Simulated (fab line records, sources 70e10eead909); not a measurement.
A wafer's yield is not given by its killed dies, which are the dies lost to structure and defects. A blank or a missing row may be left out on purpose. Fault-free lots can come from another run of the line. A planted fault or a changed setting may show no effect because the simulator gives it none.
Which of the tools did it? || flow nand_harc || 12 lots, 36 wafers sampled, at 2 steps of a route of 1159

## WHAT THE GAUGES SHOWED, per wafer
NHARC_P_CONTACT_CD_MEAS_12: target cd 90 nm.
{"lot": "L074", "measured": "day 5 18:23", "on": "cd_sem-01", "cd_nm (nm)": "90.8 90.1 91.0"}
{"lot": "L077", "measured": "day 6 05:14", "on": "cd_sem-02", "cd_nm (nm)": "90.4 89.6 90.2"}
{"lot": "L078", "measured": "day 6 14:18", "on": "cd_sem-02", "cd_nm (nm)": "90.8 90.4 91.0"}
{"lot": "L081", "measured": "day 7 14:52", "on": "cd_sem-02", "cd_nm (nm)": "91.8 90.1 91.6"}
{"lot": "L083", "measured": "day 7 19:56", "on": "cd_sem-03", "cd_nm (nm)": "91.0 91.0 91.5"}
{"lot": "L089", "measured": "day 8 23:28", "on": "cd_sem-01", "cd_nm (nm)": "91.1 89.6 90.2"}
{"lot": "L085", "measured": "day 9 01:53", "on": "cd_sem-02", "cd_nm (nm)": "88.7 89.6 88.5"}
{"lot": "L088", "measured": "day 9 06:56", "on": "cd_sem-01", "cd_nm (nm)": "90.5 91.1 89.8"}
{"lot": "L091", "measured": "day 9 18:32", "on": "cd_sem-01", "cd_nm (nm)": "87.9 89.6 89.6"}
{"lot": "L094", "measured": "day 10 05:38", "on": "cd_sem-01", "cd_nm (nm)": "91.4 90.4 91.9"}
{"lot": "L095", "measured": "day 10 20:40", "on": "cd_sem-01", "cd_nm (nm)": "91.2 90.0 88.6"}
{"lot": "L097", "measured": "day 11 11:19", "on": "cd_sem-03", "cd_nm (nm)": "90.7 90.2 90.5"}

## TOOL THAT RAN EACH LOT (tool first, then ch and the chambers of the sampled wafers, then the start)
{"lot": "L074", "NHARC_P_GATE_DEGAS_109": "pvd_sputter-02, day 5 15:24"}
{"lot": "L077", "NHARC_P_GATE_DEGAS_109": "pvd_sputter-01, day 6 02:46"}
{"lot": "L078", "NHARC_P_GATE_DEGAS_109": "pvd_sputter-03, day 6 11:40"}
{"lot": "L081", "NHARC_P_GATE_DEGAS_109": "pvd_sputter-01, day 7 11:49"}
{"lot": "L083", "NHARC_P_GATE_DEGAS_109": "pvd_sputter-02, day 7 17:20"}
{"lot": "L089", "NHARC_P_GATE_DEGAS_109": "pvd_sputter-02, day 8 21:02"}
{"lot": "L085", "NHARC_P_GATE_DEGAS_109": "pvd_sputter-01, day 8 23:25"}
{"lot": "L088", "NHARC_P_GATE_DEGAS_109": "pvd_sputter-02, day 9 04:25"}
{"lot": "L091", "NHARC_P_GATE_DEGAS_109": "pvd_sputter-01, day 9 16:05"}
{"lot": "L094", "NHARC_P_GATE_DEGAS_109": "pvd_sputter-03, day 10 03:11"}
{"lot": "L095", "NHARC_P_GATE_DEGAS_109": "pvd_sputter-03, day 10 17:53"}
{"lot": "L097", "NHARC_P_GATE_DEGAS_109": "pvd_sputter-01, day 11 08:42"}
- NHARC_P_GATE_DEGAS_109: time 60 s.

## THE ANSWER, worked out from the rows above alone
Rule: the lots themselves supply what counts as usual. Put in order of their means at a reading, lots are off if they are a third of the lots or fewer, leave a main group of 4 or more, and stand apart from it by a gap of 3 or more times the standard deviation of the main group's means; of several such gaps the widest counts. If all means in a main group match to the digits the tables above print for the reading, that group is not used. Also off: a lot with no number at a reading for which 4 or more lots have one. Any other lot the step has rows for is counted as sound.
None of the lots is off at any reading shown; this tells nothing.

## WHAT THE SIMULATOR PUT IN
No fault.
